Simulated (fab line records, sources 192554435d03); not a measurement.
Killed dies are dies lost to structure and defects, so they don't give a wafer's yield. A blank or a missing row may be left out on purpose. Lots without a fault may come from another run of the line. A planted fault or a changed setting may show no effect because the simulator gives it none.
Problem report in the 8D (eight disciplines) form, filled by code | flow n5_finfet | the parts of the form that need people (team, actions taken, sign-off) are left out

1. THE PROBLEM
susceptor_temp_C at N5_BEOL_M11_DEGAS_44 reads a mean of 262.67 C on 3 wafers of 3 lots; wafers without a fault read 250.03 C with a standard deviation of 0.18. That is +70 standard deviations from the usual mean.
The step: time 60 s.
First seen on wafer L439.4, day 15 07:28, on pvd_sputter-01. The record holds 33 wafers of 11 lots with a number at this step. Rule for "out", or "out of limits": more than 4 standard deviations from the usual mean. The other wafers with a number count as sound.

2. WHAT IT IS AND WHAT IT IS NOT
question                    | is                     | is not
which readings at this step | susceptor_temp_C       | -
which lots                  | L435, L436, L439       | L422, L423, L426, L427, L430, L433, L442, L444
which wafers of those lots  | L435.2, L436.5, L439.4 | L435.3, L435.6, L436.1, L436.3, L439.1, L439.3
read on which tools         | pvd_sputter-01         | pvd_sputter-02, pvd_sputter-03
when                        | from day 15 07:28      | up to then (20 sound wafers); but 10 sound wafers of L435, L436, L442, L444 came after

3. SUSPECTS, AND WHAT RULES EACH OUT
Counting: a tool at a process step up to the reading stays a suspect if it ran every lot that is out. Sound lots after the first of them don't rule it out here, since some wafers of a struck lot are sound.
- uv_cure-03 at N5_BEOL_M11_CURE_72 (cures SiCOH lowk, time 120 s): kept. It ran every lot that is out, first L439 (day 15 07:01); its last sound lot up to then is L426 (day 12 16:48).
- pvd_sputter-01 at N5_BEOL_M11_DEGAS_44 (time 60 s): kept. It ran every lot that is out, first L439 (day 15 07:28); its last sound lot up to then is L426 (day 12 17:24). Its own readings are out on those wafers: susceptor_temp_C.
Left after counting: uv_cure-03 at N5_BEOL_M11_CURE_72, pvd_sputter-01 at N5_BEOL_M11_DEGAS_44.

4. THE CAUSE (what the simulator had put in)
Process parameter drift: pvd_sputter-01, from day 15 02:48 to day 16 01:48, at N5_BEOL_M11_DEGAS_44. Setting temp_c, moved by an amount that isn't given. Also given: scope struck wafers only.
Counting left 2 suspects, and this tool is among them.

5. THE CHAIN OF EFFECTS, in route order
Each row: a reading whose mean over the struck wafers that have a number lies more than 3 standard deviations from the usual. Only readings for which the record gives a usual standard deviation are gone through. hours: the time from each lot's start at the first step in this table that gives one to its start at this step, as a median over the lots. sigmas: the change in usual standard deviations.
hours | step                 | reading          | usual    | on struck wafers | change | sigmas
0     | N5_BEOL_M11_DEGAS_44 | heater_power_w   | 327 W    | 393              | +66    | +3.3
0     | N5_BEOL_M11_DEGAS_44 | susceptor_temp_C | 250.03 C | 262.67           | +12.64 | +70
The process steps in it:
- N5_BEOL_M11_DEGAS_44: time 60 s.

6. WHAT WOULD HAVE CAUGHT IT SOONER
In this record the first reading out of limits was taken at day 15 07:28, 5 hours after the fault began at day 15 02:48.
